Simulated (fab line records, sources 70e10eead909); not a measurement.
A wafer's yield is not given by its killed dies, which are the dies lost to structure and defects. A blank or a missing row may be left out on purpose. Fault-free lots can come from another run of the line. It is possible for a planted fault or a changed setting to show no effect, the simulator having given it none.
Which tool is to blame?	flow nand harc	Sampling: 12 lots, 36 wafers, 5 of 1302 route steps

WHAT EACH GAUGE READ, for each wafer
NHARC_END_SORT_01. Usual: killed at array 46, standard deviation 16; killed at other 0.9, standard deviation 1.3; killed at periphery 4.1, standard deviation 3; killed dies 51, standard deviation 17; killed open 3.5, standard deviation 1.8; killed short 2.5, standard deviation 1.8.
lot	measured	on	killed at array	killed at other	killed at periphery	killed dies	killed open	killed short	flag
L249	day 31 22:11	prober-01	33 39 478	2 0 0	3 3 5	38 42 483	1 2 3	2 2 2	OFF
L250	day 33 01:32	prober-02	438 394 34	2 0 3	11 6 6	451 400 43	5 5 2	2 6 4	OFF

WHAT TOOL EACH LOT RAN ON (gives the tool, then ch and the chambers of the sampled wafers, and finally the start)
lot	NHARC_A_STAIRCASE_DESCUM_168	NHARC_A_STAIRCASE_ETCH_13	NHARC_A_STAIRCASE_ETCH_15	NHARC_A_STAIRCASE_TRIM_20
L232	rie diel-13 ch 0,1,2, day 15 21:58	rie diel-02 ch 0,2,3, day 16 00:02	rie diel-02 ch 0,1,2, day 16 03:46 or earlier	rie diel-02 ch 0,3, day 16 03:46
L233	rie diel-10 ch 0,2,3, day 15 22:12	rie diel-10 ch 0,2, day 16 00:16	rie diel-10 ch 0,1, day 16 01:08 or earlier	rie diel-13 ch 0,2, day 16 01:08
L235	rie diel-13 ch 0,1,3, day 16 16:22	rie diel-10 ch 1,2,3, day 16 18:28	rie diel-10 ch 1,2,3, day 16 19:19 or earlier	rie diel-10 ch 0,1,3, day 16 19:19
L236	rie diel-13 ch 0,2, day 17 13:07	rie diel-13 ch 1,3, day 17 15:31	rie diel-13 ch 0,1,2, day 17 16:45 or earlier	rie diel-13 ch 0,2,3, day 17 16:45
L237	rie diel-13 ch 0,2, day 18 09:31	rie diel-10 ch 1,2,3, day 18 11:35	rie diel-10 ch 0,1,3, day 18 12:30 or earlier	rie diel-02 ch 0,2,3, day 18 12:30
L238	rie diel-02 ch 0,2,3, day 18 09:40	rie diel-02 ch 1,2,3, day 18 11:44	rie diel-02 ch 0,1,2, day 18 12:36 or earlier	rie diel-13 ch 1,2,3, day 18 12:36
L239	rie diel-02 ch 0,1,2, day 18 17:52	rie diel-13 ch 0,1,3, day 18 19:50	rie diel-13 ch 0,1,3, day 18 20:43 or earlier	rie diel-13 ch 0,3, day 18 20:43
L240	rie diel-10 ch 0,3, day 19 13:19	rie diel-10 ch 0,3, day 19 15:32	rie diel-10 ch 0,3, day 19 16:49 or earlier	rie diel-10 ch 0,3, day 19 16:49
L243	rie diel-10 ch 0,1,3, day 20 02:38	rie diel-10 ch 0,3, day 20 04:55	rie diel-10 ch 1,3, day 20 05:54 or earlier	rie diel-13 ch 0,1,2, day 20 05:54
L249	rie diel-02 ch 0,2,3, day 22 22:04	rie diel-13 ch 0,1,2, day 23 03:11	rie diel-13 ch 0,2,3, day 23 04:05 or earlier	rie diel-13 ch 0,1, day 23 04:05
L250	rie diel-13 ch 0,2,3, day 23 14:58	rie diel-13 ch 0,1,3, day 23 17:02	rie diel-13 ch 0,1,3, day 23 18:29 or earlier	rie diel-13 ch 0,1,3, day 23 18:29
L254	rie diel-10 ch 0,1,3, day 24 15:12	rie diel-02 ch 0,1, day 24 17:09	rie diel-02 ch 0,2, day 24 18:03 or earlier	rie diel-02 ch 1,2,3, day 24 18:03
- NHARC_A_STAIRCASE_DESCUM_168: chemistry O2, time 3 s.
- NHARC_A_STAIRCASE_ETCH_13: etches the open film in C4F8/O2, target depth 100 nm, time 40.5 s.
- NHARC_A_STAIRCASE_ETCH_15: etches the open film in C4F8/O2, target depth 100 nm, time 40.5 s.
- NHARC_A_STAIRCASE_TRIM_20: chemistry O2, time 211.2 s.

AS READ BY THE TOOLS THEMSELVES (means over the sampled wafers that have a number; for cases with no such wafer, the mark the record gives instead)
NHARC_A_STAIRCASE_DESCUM_168. Usual: drypump motor current A 5.6 A, standard deviation 0.4; oes product au 1.002 a.u., standard deviation 0.0084; rf vpp V 57.7 V, standard deviation 0.88; showerhead plenum p Torr 1.89 Torr, standard deviation 0.086; throttle valve pct 11.310 %, standard deviation 0.0092.
lot	tool	drypump motor current A (A)	oes product au (a.u.)	rf vpp V (V)	showerhead plenum p Torr (Torr)	throttle valve pct (%)	flag
L232	rie diel-13	5.8	0.996	57.1	1.88	11.311	
L233	rie diel-10	5.5	1.006	57.2	1.84	11.309	
L235	rie diel-13	5.8	0.998	57.9	1.86	11.303	
L236	rie diel-13	5.8	1.003	56.9	1.84	11.313	
L237	rie diel-13	5.8	1.006	57.6	1.84	11.304	
L238	rie diel-02	5.1	1.005	57.9	1.94	11.314	
L239	rie diel-02	5.7	0.998	59.3	1.98	11.308	
L240	rie diel-10	5.6	0.999	57.1	1.81	11.319	
L243	rie diel-10	5.6	1.001	57.0	1.85	11.308	
L249	rie diel-02	5.1	1.008	58.0	1.93	11.309	
L250	rie diel-13	5.6	1.002	57.9	1.91	11.319	
L254	rie diel-10	5.6	0.994	57.8	1.83	11.311	

NHARC_A_STAIRCASE_ETCH_13. Usual: oes product au 0.944 a.u., standard deviation 0.015; rf vpp V 895 V, standard deviation 5.6.
lot	tool	oes product au (a.u.)	rf vpp V (V)	flag
L232	rie diel-02	0.959	898	
L233	rie diel-10	0.944	892	
L235	rie diel-10	0.949	894	
L236	rie diel-13	0.913	894	
L237	rie diel-10	0.966	893	
L238	rie diel-02	0.959	900	
L239	rie diel-13	0.941	893	
L240	rie diel-10	0.923	890	
L243	rie diel-10	0.940	888	
L249	rie diel-13	0.992	893	OFF
L250	rie diel-13	1.041	898	OFF
L254	rie diel-02	0.955	903	

NHARC_A_STAIRCASE_ETCH_15. Usual: oes product au 0.945 a.u., standard deviation 0.012; rf vpp V 894 V, standard deviation 5.4.
lot	tool	oes product au (a.u.)	rf vpp V (V)	flag
L232	rie diel-02	0.947	895	
L233	rie diel-10	0.940	893	
L235	rie diel-10	0.945	893	
L236	rie diel-13	0.945	894	
L237	rie diel-10	0.952	892	
L238	rie diel-02	0.955	900	
L239	rie diel-13	0.943	893	
L240	rie diel-10	0.941	889	
L243	rie diel-10	0.945	894	
L249	rie diel-13	0.950	895	
L250	rie diel-13	0.947	898	
L254	rie diel-02	0.948	897	

NHARC_A_STAIRCASE_TRIM_20. Usual: drypump motor current A 5.6 A, standard deviation 0.39; oes product au 1.001 a.u., standard deviation 0.009; rf vpp V 57.6 V, standard deviation 0.9; showerhead plenum p Torr 3.47 Torr, standard deviation 0.14; throttle valve pct 17.036 %, standard deviation 0.0089.
lot	tool	drypump motor current A (A)	oes product au (a.u.)	rf vpp V (V)	showerhead plenum p Torr (Torr)	throttle valve pct (%)	flag
L232	rie diel-02	5.1	1.013	58.0	3.61	17.036	
L233	rie diel-13	5.8	1.000	57.9	3.40	17.029	
L235	rie diel-10	5.6	1.006	56.6	3.43	17.029	
L236	rie diel-13	5.6	1.006	57.4	3.36	17.027	
L237	rie diel-02	5.1	1.010	58.4	3.57	17.044	
L238	rie diel-13	5.5	1.010	58.2	3.42	17.042	
L239	rie diel-13	5.6	1.008	58.2	3.34	17.028	
L240	rie diel-10	5.6	0.997	56.8	3.37	17.040	
L243	rie diel-13	5.8	1.010	57.5	3.45	17.038	
L249	rie diel-13	6.0	0.998	57.1	3.46	17.030	
L250	rie diel-13	5.8	1.009	57.6	3.59	17.034	
L254	rie diel-02	5.5	0.998	58.1	3.60	17.029	

THE ANSWER, worked out from the rows above alone
Rule: lot off if the mean of its wafers having a number is beyond 3 standard deviations from the usual mean. A lot without any number at a reading at which 4 lots or more have one is off too. Any other lot the step has rows for is counted as sound. First the gauges in route order, then the tools' own readings, where a lot's mean is used as printed above. At the first step where some lot is off, the reading lying furthest off is the one used; lots without a number count as furthest.
Off at NHARC_END_SORT_01 (killed at array): L249, L250. Neither off nor sound, because the step has no rows for them: L232, L233, L235, L236, L237, L238, L239, L240, L243, L254.
A tool fits if, at a process step before that reading, it ran every lot that is off, and no sound lot after the first of them. The gauges at NHARC_END_SORT_01 aren't tried: what is off there is off at NHARC_A_STAIRCASE_ETCH_13 too, on other tools, and a gauge's error can't cause that. Because NHARC_A_STAIRCASE_ETCH_15 lacks a start for some lots, the hours and order of its lots are taken from NHARC_A_STAIRCASE_TRIM_20. One candidate fits, namely rie diel-13 at NHARC_A_STAIRCASE_ETCH_13 and NHARC_A_STAIRCASE_ETCH_15 and NHARC_A_STAIRCASE_TRIM_20. It ran no sound lot before its first lot that is off in this sample, so the start can't be narrowed down.

WHAT HAD BEEN PUT IN BY THE SIMULATOR
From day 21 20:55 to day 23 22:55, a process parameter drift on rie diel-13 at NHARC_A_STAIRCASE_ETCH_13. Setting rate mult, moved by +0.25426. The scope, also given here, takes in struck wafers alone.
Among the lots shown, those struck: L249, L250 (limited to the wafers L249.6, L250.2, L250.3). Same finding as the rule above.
